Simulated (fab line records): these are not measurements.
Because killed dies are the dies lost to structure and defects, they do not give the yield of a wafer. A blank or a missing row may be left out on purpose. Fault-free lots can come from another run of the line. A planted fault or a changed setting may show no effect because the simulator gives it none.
fab line records | flow n5Finfet
[record] lots = 4 wafers = 12 lastDay = 15
route steps=1938 shown MOL_CONTACT_COAG@548 BEOL_M4@1111
lots that met no fault: from a run of the same line without faults
startH: hours from the record's opening day to when the first of the lot's shown wafers began | waitH: hours since the lot's step before | " identical to the entry in the row above | L1.1+2: a single row standing in for several wafers | - either no value or no given start | * or withheld: withheld | < > ~ a bound
route shown NAME@n: a module of which the file shows steps, and the number in the route of the first | usual: the fault-free wafers' mean and standard deviation | same: alike in all rows | chamber/n: place in a boat | sites: per-site readings | _std_site: standard deviation of those values | _edge_site: outer sites' mean less inner sites' | radiusMm: for every site, how far away it sits from the centre of the wafer | mask NAME#n: copy n | behind: the most recent tool/chamber to have shaped the wafer | hold: reason for holding the lot/hours on hold/outcome of the hold | device: which transistor (n, p or np) failed to switch | end of line: at the end of the route, the tests of the same wafers | a step without rows: its recipe alone | killed: the dies lost at the first sort to structure and to defects; this is not the yield of the wafer | map: a wafer's dies, marking killed ones x, the rest . and places with no die _
set.NAME: the setting that was run; set.NAME@STEP: the one run at that earlier step | model.NAME: the simulator's own value behind a step, which no gauge read
lots at some steps of the route; a table a step, a row a wafer
services: when a tool's chamber went out of use (startH, in hours from the record's first day, below 0 if earlier), for how many hours, and the reason
[[steps]]
[step N5_MOL_CONTACT_COAG_CO_FILL_22]
[recipe] material = Co targetThkA = 200 tempC = 200 precursor = CCTBA/H2 pressureTorr = 30
[step N5_MOL_CONTACT_COAG_ANNEAL_113]
[recipe] tempC = 400 timeS = 300 ambient = H2/N2
[step N5_MOL_CONTACT_COAG_PRE_CLEAN_142]
[recipe] gas = H2/He timeS = 60 tempC = 300
[step N5_MOL_CONTACT_COAG_SPUTTER_130]
[recipe] material = Co targetThkA = 475 tempC = 25 chamberPressurePa = 0.5 powerW = 3000
[step N5_MOL_CONTACT_COAG_PRECLEAN_125]
[recipe] chemistry = DIW timeS = 57.5 tempC = 23
[step N5_MOL_CONTACT_COAG_SRD_126]
[recipe] dryTimeS = 32 dry = n2Spin spinRpm = 1500
[step N5_MOL_CONTACT_COAG_CMP_23]
[recipe] stopOn = SiO2 tOverpolishS = 1.5 postCmpClean = cuAlkaline downForcePsi = 2 platenRpm = 50.289 padVelocityMS = 1.0006 targetThkNm = 0
[step N5_MOL_CONTACT_COAG_WET_ETCH_26]
[recipe] target = Co targetDepthNm = 13
[step N5_MOL_CONTACT_COAG_WET_ETCH_116]
[recipe] chemistry = SC1-inhibited targetDepthNm = 4.6 dry = ipaMarangoni rinseTimeS = 30 rinseTempC = 23
[step N5_MOL_CONTACT_COAG_ALD_27]
[recipe] material = SiOC targetThkA = 170 tempC = 400 aldPrecursorFamily = carbosiloxane aldCoReactant = H2-plasma pulseTimeS = 1.5 timeS = 2720 purgeTimeS = 2 coReactantPurgeTimeS = 2 aldCycles = 340 pressureTorr = 2
[step N5_MOL_CONTACT_COAG_CMP_28]
[recipe] stopOn = SiNx tOverpolishS = 0.85 postCmpClean = alkalineBrush downForcePsi = 4.15 platenRpm = 51.8 padVelocityMS = 1.0307 targetThkNm = 14.522
[usual] motorCurrentA = 12.9/1.2 slurryFlowMlMin = 150.0/0.49 timeToEndpointS = 3.4/1.9
// columns lot.wafer tool chamber startH waitH motorCurrentA slurryFlowMlMin timeToEndpointS
L216.1 cmp-02 3 165.09 0.8 13.1 149.6 1.7
L216.4 " 0 " " 14.3 149.2 4.7
L216.3 " 2 " " 13.8 150.1 2.6
L220.3 cmp-02 1 182.09 0.9 13.6 149.6 8.1
L220.6 " 2 " " 14.2 149.5 6.7
L220.5 " 3 " " 12.2 150.0 6.0
L222.1 cmp-02 2 193.05 0.8 13.9 150.4 4.0
L222.4 " 3 " " 12.5 150.4 2.9
L222.2 " 0 " " 13.5 150.0 4.9
L225.1 cmp-01 2 212.04 0.9 12.9 150.2 4.4
L225.6 " 3 " " 12.6 150.1 3.6
L225.5 " 0 " " 13.5 149.6 6.2
[step N5_MOL_CONTACT_COAG_ALD_123]
[recipe] material = SiNx targetThkA = 50 tempC = 400 aldPrecursorFamily = SiH2I2 aldCoReactant = N2/H2-plasma pulseTimeS = 1 purgeTimeS = 2 coReactantPurgeTimeS = 2 aldCycles = 100 pressureTorr = 2
[step N5_MOL_CONTACT_COAG_PECVD_31]
[recipe] material = SiO2 targetThkA = 460 tempC = 400 precursor = TEOS/O2 pressureTorr = 6.5 rfW = withheld teosFlowSccm = withheld gas = O2 flowSccm = 2650 timeS = 8.9
[step N5_MOL_CONTACT_COAG_COAT_75]
[recipe] resist = SOC tempC = 250 timeS = 60 spinRpm = 1500 resistThkNm = 60
[step N5_MOL_CONTACT_COAG_COAT_76]
[recipe] resist = SiARC tempC = 220 timeS = 60 spinRpm = 1500 resistThkNm = 10
[step N5_MOL_CONTACT_COAG_COAT_77]
[recipe] resist = underlayer tempC = 205 timeS = 60 spinRpm = 1500 resistThkNm = 10
[step N5_MOL_CONTACT_COAG_COAT_78]
[recipe] resist = CAR-EUV spinRpm = 1500 resistThkNm = 40
[step N5_MOL_CONTACT_COAG_EBR_80]
[recipe] solvent = PGMEA ebrWidthMm = 1.5
[step N5_MOL_CONTACT_COAG_SOFTBAKE_79]
[recipe] tempC = 110 timeS = 60 resist = CAR-EUV
[step N5_MOL_CONTACT_COAG_EXPOSE_81]
[recipe] maskId = VG na = 0.33 sourceShape = annular sigmaInner = 0.3 sigmaOuter = 0.7 polarization = unpolarized defocusNm = 0 doseMj = 59.5
[step N5_MOL_CONTACT_COAG_PEB_82]
[recipe] pebTempC = 100 pebTimeS = 60 resist = CAR-EUV
[step N5_MOL_CONTACT_COAG_DEVELOP_83]
[recipe] developTimeS = 30 developer = TMAH resist = CAR-EUV rinseLiquid = surfactantRinse dry = airSpin devTempC = 23
[step N5_MOL_CONTACT_COAG_DESCUM_88]
[recipe] chemistry = O2 timeS = 7 sourcePowerW = 50 biasPowerW = 20 pressureMtorr = 20 rfFrequencyHz = 2.712e+07 tempC = 40 resist = CAR-EUV o2FlowSccm = 225
[step N5_MOL_CONTACT_COAG_ETCH_89]
[recipe] chemistry = N2/H2 target = underlayer targetDepthA = 130 maskMaterial = CAR-EUV timeS = 10.4 ionEnergyEv = 200 pressureMtorr = 30 sourceW = 840 biasW = 150 n2FlowSccm = 200 h2FlowSccm = 200 ends = cleared
[step N5_MOL_CONTACT_COAG_ETCH_90]
[recipe] chemistry = CF4 target = SiARC targetDepthA = 130 maskMaterial = CAR-EUV timeS = 21.7 ionEnergyEv = 80 pressureMtorr = 40 sourceW = 545 biasW = 36 Ar_flow_sccm = 100 cf4FlowSccm = 100 ends = cleared
[step N5_MOL_CONTACT_COAG_ALD_131]
[recipe] material = SiO2 targetThkA = 50 tempC = 100 aldPrecursorFamily = BDEAS aldCoReactant = O2-plasma pulseTimeS = 1 coReactantPulseTimeS = 1 purgeTimeS = 2 coReactantPurgeTimeS = 2 aldCycles = 35 pressureTorr = 2
[step N5_MOL_CONTACT_COAG_ETCHBACK_132]
[recipe] chemistry = CHF3 target = SiO2 targetDepthA = 100 timeS = 6.7 ionEnergyEv = 200 pressureMtorr = 30 sourceW = 610 biasW = 170 Ar_flow_sccm = 200 CHF3_flow_sccm = 50
[step N5_MOL_CONTACT_COAG_ETCH_91]
[recipe] chemistry = N2/H2 target = SOC targetDepthA = 600 overetchA = 210 maskMaterial = SiARC tempC = 40 timeS = 101.2 ionEnergyEv = 200 pressureMtorr = 30 sourceW = 840 biasW = 150 n2FlowSccm = 200 h2FlowSccm = 200
[step N5_MOL_CONTACT_COAG_STRIP_92]
[recipe] chemistry = N2/H2 tempC = 40 n2FlowSccm = 200 h2FlowSccm = 200 rfFrequencyHz = 6e+07
[step N5_MOL_CONTACT_COAG_STRIP_93]
[recipe] chemistry = N2/H2 tempC = 40 n2FlowSccm = 200 h2FlowSccm = 200 rfFrequencyHz = 6e+07
[step N5_MOL_CONTACT_COAG_ETCHBACK_135]
[recipe] chemistry = CHF3 target = SiO2 targetDepthA = 250 timeS = 16.7 ionEnergyEv = 200 pressureMtorr = 30 sourceW = 610 biasW = 170 Ar_flow_sccm = 200 CHF3_flow_sccm = 50
[step N5_MOL_CONTACT_COAG_STRIP_118]
[recipe] chemistry = CHF3 resist = SiARC rfFrequencyHz = 6e+07
[step N5_MOL_CONTACT_COAG_VIA_ETCH_46]
[recipe] chemistry = C4F6/O2 targetDepthA = 460 overetchA = 92 maskMaterial = SOC target = SiO2 biasW = 455 pressureMtorr = 10 timeS = 40 sourceW = 325 Ar_flow_sccm = 300 C4F6_flow_sccm = 10 O2_flow_sccm = 10 ionEnergyEv = 575.3 ends = endPoint
[step N5_MOL_CONTACT_COAG_STRIP_96]
[recipe] chemistry = N2/H2 powerW = 500 tempC = 40 pressureMtorr = 50 rfFrequencyHz = 6e+07 overashFraction = 0.3 biasPowerW = 28 h2Frac = 0.5 n2FlowSccm = 300 h2FlowSccm = 300
[step N5_MOL_CONTACT_COAG_ETCH_47]
[recipe] chemistry = CH3F/O2 target = SiNx targetDepthA = 270 maskMaterial = SiO2 stopOn = W overEtchFrac = 0.2 ionEnergyEv = 120 endpoint = OES-CN pressureMtorr = 30 sourceW = 395 biasW = 73 Ar_flow_sccm = 150 CH3F_flow_sccm = 30 O2_flow_sccm = 20 ends = endPoint
[usual] drypumpMotorCurrentA = 5.8/0.45 etchRfOnTimeS = 31.0/0.36 oesProductAu = 0.72/0.084 rfVppV = 296.1/2.9 showerheadPlenumPTorr = 2.00/0.066 throttleValvePct = 16.21/0.23
// columns lot.wafer tool chamber startH waitH drypumpMotorCurrentA etchRfOnTimeS oesProductAu rfHoursCounterH rfVppV showerheadPlenumPTorr throttleValvePct model.etch.depthNm
L216.1 rieDiel-03 1 167.20 0.0 5.8 30.8 0.65 197 297.3 2.07 16.31 17.81
L216.3 " 2 " " 6.4 31.2 0.64 189 300.2 1.90 16.27 17.85
L216.4 " 3 " " 6.3 31.7 0.63 - 295.2 1.98 16.70 17.93
L220.3 rieDiel-02 1 184.13 0.0 4.8 31.4 0.61 231 295.2 1.90 16.31 18.1
L220.5 " 1 " " 4.8 30.8 0.62 - 294.9 1.89 16.32 17.98
L220.6 " 2 " " 5.6 31.0 0.84 - 294.6 2.04 16.47 17.97
L222.1 rieDiel-01 2 194.96 0.0 5.6 31.2 0.68 183 292.3 1.99 16.12 18.01
L222.2 " 0 " " 6.2 30.9 0.83 9 294.5 2.05 15.80 17.99
L222.4 " 1 " " 5.9 30.6 0.79 39 293.4 1.95 16.09 18.08
L225.1 rieDiel-02 2 214.12 0.0 5.6 31.2 0.82 25 294.3 2.04 16.48 17.92
L225.5 " 0 " " 5.5 31.1 0.71 - 296.6 2.01 15.98 17.87
L225.6 " 3 " " 5.8 31.7 0.69 - 299.3 2.02 16.40 17.94
[step N5_MOL_CONTACT_COAG_STRIP_119]
[recipe] chemistry = N2/H2 timeS = 30 powerW = 1000 tempC = 250 pressureMtorr = withheld n2FlowSccm = 1750 h2FlowSccm = 3250
[step N5_BEOL_M4_RC_MEAS_101]
[usual] DIBL_N = 36.4/1.2 DIBL_P = 36.1/1.6 IOFF_N = 0.156/0.024 IOFF_P = 0.21/0.031 ION_N = 674/11 ION_P = 463/6.9 SS_N = 71.5/0.5 SS_P = 73.2/0.55 VT_N = 250.0/2.9 VT_P = -250/3.6
// columns lot.wafer tool chamber startH waitH DIBL_N[mV/V] DIBL_P[mV/V] IOFF_N[nA/um] IOFF_P[nA/um] ION_N[uA/um] ION_P[uA/um] SS_N[mV/dec] SS_P[mV/dec] VT_N[mV] VT_P[mV]
L216.1 prober-02 0 225.98 0.1 35.2 35.4 0.147 0.20 665 464 71.7 72.7 250.9 -251
L216.3 " 0 " " 33.9 33.3 0.121 0.17 663 458 71.1 72.6 254.2 -253
L216.4 " 0 " " 35.5 35.5 0.149 0.20 664 464 71.2 73.1 251.3 -248
L220.3 prober-02 0 244.21 0.3 36.5 35.6 0.168 0.19 685 453 71.2 73.4 250.4 -253
L220.5 " 0 " " 35.4 34.0 0.138 0.17 663 452 71.2 72.5 250.0 -255
L220.6 " 0 " " 36.7 35.7 0.170 0.19 685 460 71.6 73.4 247.7 -253
L222.1 prober-01 0 255.56 0.0 37.4 36.3 0.155 0.20 677 465 71.1 73.5 248.3 -249
L222.2 " 0 " " 38.5 37.1 0.172 0.22 673 461 72.1 73.4 249.0 -252
L222.4 " 0 " " 36.7 34.3 0.137 0.18 659 454 71.8 72.5 252.5 -251
L225.1 prober-01 0 276.79 0.0 37.9 36.7 0.178 0.24 684 469 72.1 74.2 249.4 -247
L225.5 " 0 " " 35.7 33.8 0.141 0.20 665 464 71.8 72.6 247.6 -250
L225.6 " 0 " " 36.7 35.3 0.153 0.23 662 464 71.7 73.0 249.8 -246
[[services]]
// columns tool chamber startH hours kind
rieDiel-01 0 144.08 - clean
rieDiel-01 0 144.08 - consumableReplace:focusRing
rieDiel-01 0 144.08 27.9 scheduledDown
rieDiel-01 0 144.08 27.9 ventCycle
rieDiel-02 3 152.96 1.8 repair
rieDiel-03 0 165.62 14.4 repair
cmp-01 - 165.72 20.0 pm
rieDiel-01 1 172.82 7.6 repair
rieDiel-02 0 174.77 2.9 repair
rieDiel-03 0 180.07 - clean
rieDiel-03 0 180.07 - consumableReplace:focusRing
rieDiel-03 0 180.07 19.5 scheduledDown
rieDiel-03 0 180.07 19.5 ventCycle
cmp-02 - 183.50 0.6 repair
cmp-01 - 191.11 0.3 repair
rieDiel-03 3 199.55 - clean
rieDiel-03 3 199.55 - consumableReplace:focusRing
rieDiel-03 3 199.55 31.3 scheduledDown
rieDiel-03 3 199.55 31.3 ventCycle
[[key]]
firstSign none at tools or gauges
[modelEffect] step = N5_MOL_CONTACT_COAG_ETCH_47 value = etch.depthNm without = 17.89 struck = 18.02
metAt N5_MOL_CONTACT_COAG_CMP_28
struckWafers L220.3,L220.5,L220.6,L222.1,L222.2,L222.4
onsetBetween 165.09 182.09
[fault] kind = processParameterDrift tool = cmp-02 chamber = - onsetH = 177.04 steps = N5_MOL_CONTACT_COAG_CMP_28 channel = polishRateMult offset = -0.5 shape = step endH = 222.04
